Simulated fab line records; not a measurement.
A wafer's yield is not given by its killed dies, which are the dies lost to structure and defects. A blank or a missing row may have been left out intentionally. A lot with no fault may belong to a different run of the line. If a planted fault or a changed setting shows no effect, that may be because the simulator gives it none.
fab line records	flow n5_finfet
record: lots: 9	wafers: 27	last_day: 17
route steps=1938 shown BEOL_M0@748 BEOL_M1@768 BEOL_M4@1111
lots that met no fault: from a run of the same line without faults
start_h: start of the lot's first displayed wafer, in hours after the record's first day	wait_h: hours since the lot's step before	" the same as in the row above	L1.1+2: a single row standing in for several wafers	- either no value or no given start	* or withheld: withheld	< > ~ a bound
route shown NAME@n: names a module that has steps shown in the file, with the first one's number in the route	usual: mean/standard deviation taken from wafers without a fault	same: alike in all rows	chamber/n: place in a boat	sites: per-site readings	_std_site: how widely they spread, as a standard deviation	_edge_site: mean of outer sites minus mean of inner sites	radius_mm: for every site, how far away it sits from the centre of the wafer	mask NAME#n: copy n	behind: the most recent tool/chamber to have shaped the wafer	hold: what put the lot on hold/how long, in hours/how the hold closed	device: which transistor (n, p or np) failed to switch	end of line: the route-end tests of the same wafers	where a step has no rows: the recipe by itself	killed: not the wafer's yield, but the dies lost to structure and defects at the first sort	map: dies across one wafer; x = killed, . = not, _ = none there
set.NAME: the setting the step ran with; set.NAME@STEP: the setting that earlier step ran with	model.NAME: the simulator's own value behind a step, which no gauge read
one table for each step of the route and one row for each wafer, over a sample of lots
services: from which hour (start_h, from the record's first day; less than 0 if before it) a tool's chamber was out of use, for how many hours, and why
== steps ==
step: N5_BEOL_M0_DEP_125
recipe: material: SiCN	target_thk_a: 80	temp_c: withheld	precursor: 3MS/NH3	pressure_torr: 3	rf_w: 202	time_s: 14
usual: rf_fwd_power_W: 199.2/1.3	showerhead_plenum_p_Torr: 3.655/0.013	throttle_valve_pct: 8.9/0.4
lot.wafer	tool	chamber	start_h	wait_h	rf_fwd_power_W	showerhead_plenum_p_Torr	throttle_valve_pct
L971.1	pecvd-03	0	137.68	0.0	199.5	3.626	9.1
L971.5	"	1	"	"	199.7	3.660	8.5
L971.6	"	0	"	"	199.3	3.635	8.9
L973.1	pecvd-04	2	138.58	0.0	199.5	3.659	9.0
L973.3	"	1	"	"	200.3	3.652	9.3
L973.6	"	1	"	"	200.6	3.649	9.1
L976.2	pecvd-03	2	160.30	0.0	198.2	3.649	8.3
L976.5	"	1	"	"	199.8	3.665	8.6
L976.6	"	0	"	"	198.3	3.617	8.9
L978.1	pecvd-04	0	175.74	0.0	197.5	3.657	8.9
L978.2	"	2	"	"	199.5	3.670	9.1
L978.3	"	1	"	"	201.2	3.656	9.0
L979.1	pecvd-03	1	182.92	0.0	198.8	3.658	8.7
L979.5	"	2	"	"	197.6	3.660	7.9
L979.6	"	1	"	"	200.0	3.660	8.5
L983.2	pecvd-04	2	200.19	0.0	200.5	3.666	8.8
L983.3	"	0	"	"	196.9	3.653	9.0
L983.5	"	0	"	"	197.6	3.662	9.2
L984.2	pecvd-03	2	214.73	0.0	198.1	3.650	8.4
L984.4	"	2	"	"	198.2	3.656	8.4
L984.6	"	0	"	"	198.0	3.637	9.2
L987.1	pecvd-04	0	228.69	0.0	198.6	3.662	9.3
L987.2	"	1	"	"	201.3	3.654	9.0
L987.5	"	0	"	"	198.9	3.666	9.0
L992.1	pecvd-04	2	258.51	0.0	200.1	3.658	8.0
L992.2	"	0	"	"	197.6	3.671	9.0
L992.4	"	1	"	"	201.6	3.642	9.0
step: N5_BEOL_M0_INSPECT_127
recipe: inspect_instrument: darkfield	mode: post_dep
usual: raw_defect_count: 65/27
lot.wafer	tool	chamber	start_h	wait_h	raw_defect_count
L971.1	defect_inspect-01	-	137.78	0.0	210
L971.5	"	-	"	"	87
L971.6	"	-	"	"	77
L973.1	defect_inspect-02	-	138.67	0.0	95
L973.3	"	-	"	"	80
L973.6	"	-	"	"	35
L976.2	defect_inspect-01	-	160.39	0.0	92
L976.5	"	-	"	"	58
L976.6	"	-	"	"	39
L978.1	defect_inspect-01	-	175.83	0.0	30
L978.2	"	-	"	"	56
L978.3	"	-	"	"	39
L979.1	defect_inspect-02	-	183.01	0.0	71
L979.5	"	-	"	"	62
L979.6	"	-	"	"	64
L983.2	defect_inspect-02	-	200.28	0.0	86
L983.3	"	-	"	"	124
L983.5	"	-	"	"	98
L984.2	defect_inspect-01	-	214.83	0.0	59
L984.4	"	-	"	"	32
L984.6	"	-	"	"	69
L987.1	defect_inspect-01	-	228.80	0.0	61
L987.2	"	-	"	"	43
L987.5	"	-	"	"	40
L992.1	defect_inspect-02	-	258.61	0.0	43
L992.2	"	-	"	"	72
L992.4	"	-	"	"	36
step: N5_BEOL_M1_ETCH_74
recipe: chemistry: N2/H2	target: underlayer	target_depth_a: 65	mask_material: CAR-EUV	time_s: 5.2	ion_energy_ev: 200	pressure_mtorr: 30	source_w: 840	bias_w: 150	n2_flow_sccm: 200	h2_flow_sccm: 200	ends: cleared
usual: bias_w: 150.0/0.46	drypump_motor_current_A: 5.9/0.47	etch_rf_on_time_s: 5.25/0.06	oes_product_au: 0.64/0.048	rf_fwd_power_W: 819.2/2.5	rf_vpp_V: 524/3.3	showerhead_plenum_p_Torr: 2.56/0.11	throttle_valve_pct: 18.03/0.17
lot.wafer	tool	chamber	start_h	wait_h	bias_w	drypump_motor_current_A	etch_rf_on_time_s	oes_product_au	rf_fwd_power_W	rf_hours_counter_h	rf_vpp_V	showerhead_plenum_p_Torr	throttle_valve_pct
L971.1	rie_diel-02	1	139.36	0.0	149.5	5.5	5.19	0.65	820.8	176	526	2.64	17.87
L971.5	"	0	"	"	150.7	6.2	5.19	0.63	818.0	-	520	2.43	17.98
L971.6	"	3	"	"	150.5	6.3	5.24	0.59	825.0	-	519	2.39	17.85
L973.1	rie_diel-05	1	139.81	0.0	149.8	6.2	5.22	0.66	817.2	107	520	2.36	18.02
L973.3	"	3	"	"	149.5	6.6	5.27	0.64	815.0	161	526	2.63	18.30
L973.6	"	3	"	"	149.2	6.6	5.23	0.65	820.2	-	526	2.63	18.27
L976.2	rie_diel-05	1	164.21	0.0	149.7	6.2	5.21	0.67	820.9	114	519	2.35	18.05
L976.5	"	3	"	"	150.3	6.6	5.33	0.65	815.6	-	528	2.63	18.31
L976.6	"	2	"	"	149.9	6.1	5.28	0.60	816.5	-	527	2.63	17.94
L978.1	rie_diel-05	2	176.72	0.0	149.6	6.0	5.27	0.60	819.7	215	527	2.63	17.94
L978.2	"	0	"	"	150.1	5.6	5.20	0.65	820.4	169	526	2.65	17.94
L978.3	"	1	"	"	150.0	6.2	5.16	0.67	820.6	118	518	2.35	18.04
L979.1	rie_diel-06	2	185.47	0.0	149.4	5.9	5.26	0.58	818.2	241	525	2.61	18.14
L979.5	"	0	"	"	150.4	5.0	5.23	0.75	820.6	-	524	2.60	18.02
L979.6	"	3	"	"	151.0	5.6	5.23	0.60	818.8	-	526	2.63	18.31
L983.2	rie_diel-06	3	202.10	0.0	149.8	5.7	5.20	0.61	819.8	224	526	2.62	18.33
L983.3	"	0	"	"	150.2	5.0	5.21	0.75	817.4	48	527	2.59	18.04
L983.5	"	2	"	"	149.7	5.9	5.33	0.58	821.6	-	526	2.61	18.12
L984.2	rie_diel-06	0	217.78	0.0	150.0	5.0	5.20	0.75	818.2	54	523	2.59	18.06
L984.4	"	1	"	"	150.6	5.4	5.29	0.59	818.2	-	522	2.50	18.02
L984.6	"	0	"	"	149.7	5.0	5.27	0.75	818.1	-	524	2.59	18.06
L987.1	rie_diel-06	0	230.79	0.0	150.0	5.0	5.26	0.73	818.7	59	523	2.59	18.07
L987.2	"	1	"	"	150.0	5.3	5.33	0.60	816.0	221	520	2.50	17.99
L987.5	"	0	"	"	150.7	5.0	5.26	0.73	818.5	-	524	2.59	18.04
L992.1	rie_diel-02	3	261.29	0.0	149.4	6.3	5.11	0.78	815.3	26	526	2.70	17.52
L992.2	"	1	"	"	149.3	5.5	5.17	0.62	822.7	214	524	2.63	17.94
L992.4	"	0	"	"	150.5	6.2	5.20	0.61	818.3	203	519	2.41	18.07
step: N5_BEOL_M1_ETCH_64
recipe: chemistry: N2/H2	target: SOC	target_depth_a: 750	overetch_a: 150	mask_material: SiARC	temp_c: 40	time_s: 112.5	ion_energy_ev: 200	pressure_mtorr: 30	source_w: 840	bias_w: 150	n2_flow_sccm: 200	h2_flow_sccm: 200
usual: bias_w: 150.0/0.47	drypump_motor_current_A: 5.9/0.48	oes_product_au: 0.60/0.043	rf_fwd_power_W: 837.0/3	rf_vpp_V: 524/3	showerhead_plenum_p_Torr: 2.56/0.11	throttle_valve_pct: 18.00/0.17
lot.wafer	tool	chamber	start_h	wait_h	bias_w	drypump_motor_current_A	oes_product_au	rf_fwd_power_W	rf_hours_counter_h	rf_vpp_V	showerhead_plenum_p_Torr	throttle_valve_pct
L971.1	rie_diel-02	1	139.40	0.0	151.1	5.5	0.60	836.2	176	526	2.64	17.82
L971.5	"	0	"	"	150.3	6.2	0.58	841.9	-	521	2.43	17.97
L971.6	"	3	"	"	148.9	6.2	0.55	838.9	-	521	2.39	17.82
L973.1	rie_diel-05	1	139.86	0.0	149.7	6.3	0.63	837.2	107	518	2.36	18.00
L973.3	"	3	"	"	149.7	6.6	0.61	842.7	161	527	2.63	18.24
L973.6	"	3	"	"	149.5	6.6	0.61	837.0	-	527	2.63	18.26
L976.2	rie_diel-05	1	164.25	0.0	149.9	6.2	0.63	837.1	114	519	2.35	18.00
L976.5	"	3	"	"	150.7	6.6	0.60	832.9	-	526	2.63	18.26
L976.6	"	2	"	"	149.8	6.1	0.57	836.5	-	527	2.63	17.91
L978.1	rie_diel-05	2	176.77	0.0	149.6	6.1	0.57	836.8	215	526	2.63	17.92
L978.2	"	0	"	"	149.9	5.5	0.60	844.0	169	527	2.65	17.88
L978.3	"	1	"	"	150.4	6.2	0.62	834.3	118	519	2.35	18.01
L979.1	rie_diel-06	2	185.51	0.0	149.7	5.9	0.55	835.3	241	526	2.61	18.10
L979.5	"	0	"	"	149.8	5.0	0.70	837.5	-	525	2.59	17.99
L979.6	"	3	"	"	150.2	5.6	0.57	832.2	-	526	2.62	18.28
L983.2	rie_diel-06	3	202.14	0.0	150.0	5.7	0.55	836.3	224	526	2.62	18.29
L983.3	"	0	"	"	149.8	4.9	0.69	840.5	48	525	2.59	17.98
L983.5	"	2	"	"	149.9	5.9	0.55	836.8	-	526	2.61	18.10
L984.2	rie_diel-06	0	217.82	0.0	184.4	4.9	0.69	838.7	54	599	2.59	18.02
L984.4	"	1	"	"	184.5	5.4	0.55	838.7	-	597	2.50	17.95
L984.6	"	0	"	"	184.6	4.9	0.69	836.4	-	599	2.59	18.02
L987.1	rie_diel-06	0	230.84	0.0	184.6	4.9	0.68	836.1	59	599	2.59	18.01
L987.2	"	1	"	"	184.6	5.4	0.56	840.3	221	598	2.50	17.95
L987.5	"	0	"	"	185.7	5.0	0.68	838.7	-	599	2.59	18.04
L992.1	rie_diel-02	3	261.33	0.0	150.0	6.2	0.70	834.6	26	529	2.69	17.46
L992.2	"	1	"	"	150.1	5.5	0.58	832.7	214	524	2.63	17.90
L992.4	"	0	"	"	149.5	6.2	0.56	837.2	203	521	2.41	18.03
step: N5_BEOL_M4_RC_MEAS_101
usual: DIBL_N: 35.7/1.3	DIBL_P: 36.0/1.6	IOFF_N: 0.154/0.025	IOFF_P: 0.21/0.034	ION_N: 675/9.7	ION_P: 465/7.4	SS_N: 71.3/0.55	SS_P: 73.1/0.52	VT_N: 250/3	VT_P: -249/3.6
lot.wafer	tool	chamber	start_h	wait_h	DIBL_N[mV/V]	DIBL_P[mV/V]	IOFF_N[nA/um]	IOFF_P[nA/um]	ION_N[uA/um]	ION_P[uA/um]	SS_N[mV/dec]	SS_P[mV/dec]	VT_N[mV]	VT_P[mV]
L971.1	prober-02	0	180.97	0.0	36.9	37.2	0.169	0.21	677	463	71.0	74.0	245	-251
L971.5	"	0	"	"	35.7	36.3	0.149	0.19	678	464	71.1	72.9	250	-253
L971.6	"	0	"	"	36.6	36.6	0.161	0.20	678	460	71.0	73.4	247	-251
L973.1	prober-02	0	182.81	0.0	35.0	35.1	0.139	0.21	682	471	71.7	72.5	250	-248
L973.3	"	0	"	"	37.3	38.5	0.175	0.26	674	465	72.3	74.1	250	-245
L973.6	"	0	"	"	36.0	36.1	0.154	0.22	671	460	72.0	72.7	251	-248
L976.2	prober-01	0	214.44	0.2	34.2	34.8	0.125	0.21	667	469	71.0	72.6	251	-248
L976.5	"	0	"	"	35.7	36.5	0.151	0.23	676	465	71.8	73.2	251	-247
L976.6	"	0	"	"	34.2	35.4	0.129	0.21	662	465	71.3	72.9	254	-247
L978.1	prober-02	0	218.12	0.0	35.9	36.1	0.152	0.19	666	458	71.8	74.0	250	-253
L978.2	"	0	"	"	34.7	35.1	0.137	0.18	676	467	71.7	73.5	250	-253
L978.3	"	0	"	"	34.6	34.3	0.133	0.17	672	457	71.9	73.0	252	-257
L979.1	prober-01	0	230.64	0.0	34.9	35.9	0.144	0.19	673	467	70.7	72.8	250	-250
L979.5	"	0	"	"	36.1	37.8	0.166	0.22	676	463	71.9	73.1	250	-248
L979.6	"	0	"	"	35.3	36.1	0.151	0.20	668	462	71.2	73.0	250	-247
L983.2	prober-02	0	242.71	0.2	37.6	37.7	0.174	0.25	689	475	71.1	72.6	246	-246
L983.3	"	0	"	"	37.9	37.9	0.182	0.23	676	463	71.7	73.7	247	-249
L983.5	"	0	"	"	38.0	38.6	0.188	0.26	684	474	72.4	73.0	247	-246
L984.2	prober-02	0	270.21	0.2	33.4	33.0	0.112	0.17	668	469	70.9	73.2	256	-252
L984.4	"	0	"	"	34.0	33.0	0.117	0.16	665	460	70.6	72.9	253	-253
L984.6	"	0	"	"	34.2	33.6	0.121	0.17	664	456	70.5	73.1	253	-255
L987.1	prober-02	0	274.05	0.0	37.0	38.2	0.190	0.27	680	468	71.3	73.7	247	-244
L987.2	"	0	"	"	35.8	36.5	0.169	0.25	686	471	71.2	73.7	247	-244
L987.5	"	0	"	"	35.2	35.7	0.152	0.23	666	465	71.1	73.1	248	-246
L992.1	prober-02	0	302.38	0.0	36.9	35.3	0.160	0.20	671	459	71.9	72.7	249	-252
L992.2	"	0	"	"	36.3	35.5	0.151	0.19	673	467	71.9	72.9	249	-252
L992.4	"	0	"	"	37.2	36.2	0.168	0.21	680	459	71.7	73.7	249	-251
== services ==
tool	chamber	start_h	hours	kind
pecvd-04	2	128.57	5.0	scheduled_down
pecvd-03	0	132.90	2.1	scheduled_down
rie_diel-02	-	146.70	2.8	pm
pecvd-03	-	149.03	6.0	pm
pecvd-04	2	155.27	5.5	scheduled_down
rie_diel-02	3	157.07	-	clean
rie_diel-02	3	157.07	-	consumable_replace:focus_ring
pecvd-04	-	162.83	7.5	repair
pecvd-03	-	165.04	14.6	pm
pecvd-04	0	173.50	2.1	scheduled_down
rie_diel-02	0	180.05	2.6	repair
pecvd-04	-	183.30	2.8	pm
pecvd-04	2	191.04	2.1	scheduled_down
pecvd-03	-	200.13	2.5	repair
pecvd-04	2	202.38	-	clean
pecvd-04	2	202.38	-	consumable_replace:showerhead
pecvd-04	2	202.38	29.0	scheduled_down
pecvd-04	2	202.38	29.0	vent_cycle
rie_diel-06	2	212.43	-	clean
rie_diel-06	2	212.43	-	consumable_replace:focus_ring
rie_diel-06	2	212.43	23.1	scheduled_down
rie_diel-06	2	212.43	23.1	vent_cycle
pecvd-04	-	217.65	0.6	repair
pecvd-03	-	253.57	0.4	repair
== key ==
first_sign: step: N5_BEOL_M1_ETCH_64	reading: bias_w	direction: up	sigmas: 73	usual: *	struck: *
effect: step: N5_BEOL_M1_ETCH_64	reading: rf_vpp_V	direction: up	sigmas: 24	usual: 524	struck: 599
met_at N5_BEOL_M1_ETCH_64
struck_lots L984,L987
not_acting_at N5_BEOL_M0_DEP_125,N5_BEOL_M0_INSPECT_127,N5_BEOL_M1_ETCH_74
onset_between 202.14 217.82
fault: kind: process_parameter_drift	tool: rie_diel-06	chamber: -	onset_h: 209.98	steps: N5_BEOL_M1_ETCH_64	channel: bias_w	offset: *	shape: step	end_h: 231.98	acts_in: *	stated: *
